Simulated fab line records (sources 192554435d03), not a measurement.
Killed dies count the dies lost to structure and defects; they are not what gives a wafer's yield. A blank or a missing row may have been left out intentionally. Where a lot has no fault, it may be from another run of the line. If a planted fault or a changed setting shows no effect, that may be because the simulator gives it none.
Lot-split experiment :: flow n5 finfet :: 7 lots, 21 wafers read, on a route of 1938 steps

== ON THE SPLIT ==
At N5_BEOL_M10_PEB_26 (peb time 60 s), the setting peb time s was moved away from the recipe's 60 s on 6 of the 21 wafers read, by -19.1% to +13.2%. All remaining wafers had this setting at the recipe value.

== SPLIT TO READING: what lies between them in the file, 1 step ==
- N5_BEOL_M10_DEVELOP_27: develop time 30 s

== THE READING ==
cd nm, in nm, at N5_BEOL_M10_CD_MEAS_28 (target cd 70 nm). On this fab line, fault-free wafers typically give 70.0 nm with a standard deviation of 0.89 nm.

wafer: L074.3
tool, chamber at the split: litho track-03, 0
peb time s as run, s: 60
against the recipe: recipe
cd nm, nm: 71.3
against lot-mates on the recipe: -

wafer: L074.4
tool, chamber at the split: litho track-03, 0
peb time s as run, s: 60
against the recipe: recipe
cd nm, nm: 71.2
against lot-mates on the recipe: -

wafer: L074.5
tool, chamber at the split: litho track-03, 0
peb time s as run, s: 60
against the recipe: recipe
cd nm, nm: 70.4
against lot-mates on the recipe: -

wafer: L075.1
tool, chamber at the split: litho track-03, 0
peb time s as run, s: 60
against the recipe: recipe
cd nm, nm: 71.3
against lot-mates on the recipe: -

wafer: L075.2
tool, chamber at the split: litho track-03, 0
peb time s as run, s: 60
against the recipe: recipe
cd nm, nm: 71.0
against lot-mates on the recipe: -

wafer: L075.3
tool, chamber at the split: litho track-03, 0
peb time s as run, s: 60
against the recipe: recipe
cd nm, nm: 71.2
against lot-mates on the recipe: -

wafer: L082.2
tool, chamber at the split: litho track-04, 0
peb time s as run, s: 60
against the recipe: recipe
cd nm, nm: 69.1
against lot-mates on the recipe: -

wafer: L082.4
tool, chamber at the split: litho track-04, 0
peb time s as run, s: 53.19
against the recipe: -11.4%
cd nm, nm: 64.2
against lot-mates on the recipe: -5.5

wafer: L082.6
tool, chamber at the split: litho track-04, 0
peb time s as run, s: 60
against the recipe: recipe
cd nm, nm: 70.4
against lot-mates on the recipe: -

wafer: L089.1
tool, chamber at the split: litho track-03, 0
peb time s as run, s: 60
against the recipe: recipe
cd nm, nm: 69.8
against lot-mates on the recipe: -

wafer: L089.3
tool, chamber at the split: litho track-03, 0
peb time s as run, s: 60
against the recipe: recipe
cd nm, nm: 69.1
against lot-mates on the recipe: -

wafer: L089.4
tool, chamber at the split: litho track-03, 0
peb time s as run, s: 63.84
against the recipe: +6.4%
cd nm, nm: 73.2
against lot-mates on the recipe: +3.8

wafer: L094.2
tool, chamber at the split: litho track-03, 0
peb time s as run, s: 67.33
against the recipe: +12.2%
cd nm, nm: 74.9
against lot-mates on the recipe: +4.6

wafer: L094.3
tool, chamber at the split: litho track-03, 0
peb time s as run, s: 67.33
against the recipe: +12.2%
cd nm, nm: 75.6
against lot-mates on the recipe: +5.3

wafer: L094.4
tool, chamber at the split: litho track-03, 0
peb time s as run, s: 60
against the recipe: recipe
cd nm, nm: 70.3
against lot-mates on the recipe: -

wafer: L093.3
tool, chamber at the split: litho track-03, 0
peb time s as run, s: 60
against the recipe: recipe
cd nm, nm: 69.3
against lot-mates on the recipe: -

wafer: L093.4
tool, chamber at the split: litho track-03, 0
peb time s as run, s: 60
against the recipe: recipe
cd nm, nm: 69.9
against lot-mates on the recipe: -

wafer: L093.6
tool, chamber at the split: litho track-03, 0
peb time s as run, s: 67.9
against the recipe: +13.2%
cd nm, nm: 73.5
against lot-mates on the recipe: +3.9

wafer: L096.2
tool, chamber at the split: litho track-04, 0
peb time s as run, s: 48.54
against the recipe: -19.1%
cd nm, nm: 59.7
against lot-mates on the recipe: -10.4

wafer: L096.4
tool, chamber at the split: litho track-04, 0
peb time s as run, s: 60
against the recipe: recipe
cd nm, nm: 70.5
against lot-mates on the recipe: -

wafer: L096.5
tool, chamber at the split: litho track-04, 0
peb time s as run, s: 60
against the recipe: recipe
cd nm, nm: 69.7
against lot-mates on the recipe: -

FIT RESULTS
A straight line over all 21 wafers: cd nm changes by +0.455 nm for each +1% of peb time s; r = +0.96; the points scatter about the line by 1 nm.
The same after taking each lot's own level away (the mean of its wafers on the recipe; 21 wafers): +0.458 nm for each +1%; r = +0.98; scatter 0.73 nm.
The reading moves by 8.7 nm for the largest change in peb time s, on that fit.
Across the lots, their own levels run from 69.45 to 71.17 nm, a range of 1.9 times the standard deviation given above.
The two slopes agree, so the slope changes little with the lot-to-lot level.
Check: -7.85 nm against its lot-mates is what the line predicts for one of the wafers moved furthest among these (-19.1%) when that wafer is left out of the fit. Against them it came out at -10.4 nm.

== THE OTHER SPLITS THESE WAFERS WENT THROUGH ==
Note: prior to the reading, these wafers also went through further splits. Each is held against what the fit with the lots' levels taken away leaves over:
other split on the same wafers: N5_BEOL_M9_ILD_DEP_00 time s
wafers away from the commonest value: 8
r with cd nm (lot level and that fit taken away): +0.32

other split on the same wafers: N5_BEOL_M9_TRENCH_ETCH_37 source w
wafers away from the commonest value: 6
r with cd nm (lot level and that fit taken away): -0.18

== THE FILE'S OWN FIT ==
cd nm changes by +0.465 nm for each +1% of peb time s, r = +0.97.
